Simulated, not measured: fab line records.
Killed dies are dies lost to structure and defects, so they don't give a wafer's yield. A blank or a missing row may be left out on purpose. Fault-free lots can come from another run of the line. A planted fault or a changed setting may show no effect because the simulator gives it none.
Split-lot trial :: flow n5-finfet :: on a route of 1938 steps: 7 lots, 21 wafers read

## ABOUT THE SPLIT
At N5_SDB_ALD_29 (deposits SiNx, target thk 30 nm, pulse time 1 s, ald cycles 600), the setting ald-cycles was moved away from the recipe's 600 on 2 of the 21 wafers read, by -12.2% to -5.8%. All remaining wafers had this setting at the recipe value.

## SPLIT TO READING: what lies between them in the file, 1 step
- N5_SDB_CMP_30: polishes, stops on poly-Si, t overpolish 1.54 s, target thk 30 nm (also split here: platen-rpm)

## THE READING
SiNx_of_SDB_ALD_29.thk-nm (the simulator's own value, which no gauge read), in nm, at N5_DUMMY_REMOVAL_HM_STRIP_01 (strips SiNx in CH3F/O2, stops on poly-Si, target depth 4 nm, time 6.8 s). The file gives no usual value for it. Here, 19 wafers ran the recipe; their average is 29.3 nm with a standard deviation of 0.21 nm.

wafer: L077.2
tool, chamber at the split: ald-sin-02, 0
ald-cycles as run: 600
against the recipe: recipe
SiNx_of_SDB_ALD_29.thk-nm, nm: 29.2
against lot-mates on the recipe: -

wafer: L077.3
tool, chamber at the split: ald-sin-02, 3,1
ald-cycles as run: 600
against the recipe: recipe
SiNx_of_SDB_ALD_29.thk-nm, nm: 28.8
against lot-mates on the recipe: -

wafer: L077.4
tool, chamber at the split: ald-sin-02, 3,1
ald-cycles as run: 600
against the recipe: recipe
SiNx_of_SDB_ALD_29.thk-nm, nm: 29
against lot-mates on the recipe: -

wafer: L080.2
tool, chamber at the split: ald-sin-04, 1
ald-cycles as run: 600
against the recipe: recipe
SiNx_of_SDB_ALD_29.thk-nm, nm: 29.4
against lot-mates on the recipe: -

wafer: L080.4
tool, chamber at the split: ald-sin-04, 0
ald-cycles as run: 565
against the recipe: -5.8%
SiNx_of_SDB_ALD_29.thk-nm, nm: 28
against lot-mates on the recipe: -1.5

wafer: L080.5
tool, chamber at the split: ald-sin-04, 1
ald-cycles as run: 600
against the recipe: recipe
SiNx_of_SDB_ALD_29.thk-nm, nm: 29.6
against lot-mates on the recipe: -

wafer: L084.1
tool, chamber at the split: ald-sin-02, 3,1
ald-cycles as run: 600
against the recipe: recipe
SiNx_of_SDB_ALD_29.thk-nm, nm: 29.2
against lot-mates on the recipe: -

wafer: L084.2
tool, chamber at the split: ald-sin-02, 3,1
ald-cycles as run: 600
against the recipe: recipe
SiNx_of_SDB_ALD_29.thk-nm, nm: 29.2
against lot-mates on the recipe: -

wafer: L084.4
tool, chamber at the split: ald-sin-02, 0
ald-cycles as run: 600
against the recipe: recipe
SiNx_of_SDB_ALD_29.thk-nm, nm: 29
against lot-mates on the recipe: -

wafer: L085.2
tool, chamber at the split: ald-sin-04, 3
ald-cycles as run: 600
against the recipe: recipe
SiNx_of_SDB_ALD_29.thk-nm, nm: 29.4
against lot-mates on the recipe: -

wafer: L085.4
tool, chamber at the split: ald-sin-04, 1
ald-cycles as run: 600
against the recipe: recipe
SiNx_of_SDB_ALD_29.thk-nm, nm: 29.4
against lot-mates on the recipe: -

wafer: L085.5
tool, chamber at the split: ald-sin-04, 0
ald-cycles as run: 527
against the recipe: -12.2%
SiNx_of_SDB_ALD_29.thk-nm, nm: 25.8
against lot-mates on the recipe: -3.6

wafer: L087.2
tool, chamber at the split: ald-sin-04, 2,0,1
ald-cycles as run: 600
against the recipe: recipe
SiNx_of_SDB_ALD_29.thk-nm, nm: 29.4
against lot-mates on the recipe: -

wafer: L087.3
tool, chamber at the split: ald-sin-04, 2,0,1
ald-cycles as run: 600
against the recipe: recipe
SiNx_of_SDB_ALD_29.thk-nm, nm: 29.4
against lot-mates on the recipe: -

wafer: L087.5
tool, chamber at the split: ald-sin-04, 2,0,1
ald-cycles as run: 600
against the recipe: recipe
SiNx_of_SDB_ALD_29.thk-nm, nm: 29.2
against lot-mates on the recipe: -

wafer: L090.2
tool, chamber at the split: ald-sin-03, 2
ald-cycles as run: 600
against the recipe: recipe
SiNx_of_SDB_ALD_29.thk-nm, nm: 29
against lot-mates on the recipe: -

wafer: L090.3
tool, chamber at the split: ald-sin-03, 0
ald-cycles as run: 600
against the recipe: recipe
SiNx_of_SDB_ALD_29.thk-nm, nm: 29.2
against lot-mates on the recipe: -

wafer: L090.5
tool, chamber at the split: ald-sin-03, 2
ald-cycles as run: 600
against the recipe: recipe
SiNx_of_SDB_ALD_29.thk-nm, nm: 29.2
against lot-mates on the recipe: -

wafer: L091.1
tool, chamber at the split: ald-sin-02, 0,1
ald-cycles as run: 600
against the recipe: recipe
SiNx_of_SDB_ALD_29.thk-nm, nm: 29.4
against lot-mates on the recipe: -

wafer: L091.6
tool, chamber at the split: ald-sin-02, 3
ald-cycles as run: 600
against the recipe: recipe
SiNx_of_SDB_ALD_29.thk-nm, nm: 29.4
against lot-mates on the recipe: -

wafer: L091.4
tool, chamber at the split: ald-sin-02, 0,1
ald-cycles as run: 600
against the recipe: recipe
SiNx_of_SDB_ALD_29.thk-nm, nm: 29.6
against lot-mates on the recipe: -
The file does not say which wafer passed through which chamber wherever a row lists several chambers: such a row stands for several wafers.

FIT RESULTS
A straight line over all 21 wafers: SiNx_of_SDB_ALD_29.thk-nm changes by +0.273 nm for each +1% of ald-cycles; r = +0.96; the points scatter about the line by 0.22 nm.
The same after taking each lot's own level away (the mean of its wafers on the recipe; 21 wafers): +0.289 nm for each +1%; r = +0.99; scatter 0.11 nm.
On that fit, the largest move of ald-cycles shifts the reading by 3.5 nm.
From 29.00 to 29.50 nm: that is the span of the lots' own levels, equal to 2.4 times the standard deviation above.
So the lot-to-lot level changes the slope little: the two slopes agree.
Check: with one of the wafers moved furthest among these (-12.2%) left out of the fit, the line predicts -3.13 nm for it against its lot-mates. Against them it came out at -3.6 nm.

## THESE WAFERS: OTHER SPLITS
These wafers also went through other splits before the reading. Each is held against what the fit with the lots' levels taken away leaves over:
other split on the same wafers: N5_SD_EPI_P_EPI_21 time-s
wafers away from the commonest value: 4
r with SiNx_of_SDB_ALD_29.thk-nm (lot level and that fit taken away): -0.03

other split on the same wafers: N5_SDB_CMP_30 platen-rpm
wafers away from the commonest value: 8
r with SiNx_of_SDB_ALD_29.thk-nm (lot level and that fit taken away): +0.00

## THE WHOLE CHAIN: every reading that the file lists as answering this split, in the file's order
step: N5_SDB_ALD_29
what it does: deposits SiNx, target thk 30 nm, pulse time 1 s, ald cycles 600
reading: SiNx_of_SDB_ALD_29.thk-nm (the simulator's own value, which no gauge read)
change (the file's fit): +0.309 nm for each +1% of the setting
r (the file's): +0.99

step: N5_DUMMY_REMOVAL_HM_STRIP_01
what it does: strips SiNx in CH3F/O2, stops on poly-Si, target depth 4 nm, time 6.8 s
reading: SiNx_of_SDB_ALD_29.thk-nm (the simulator's own value, which no gauge read)
change (the file's fit): +0.289 nm for each +1% of the setting
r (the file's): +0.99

## THE FILE'S OWN FIT
SiNx_of_SDB_ALD_29.thk-nm changes by +0.289 nm for each +1% of ald-cycles, r = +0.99.
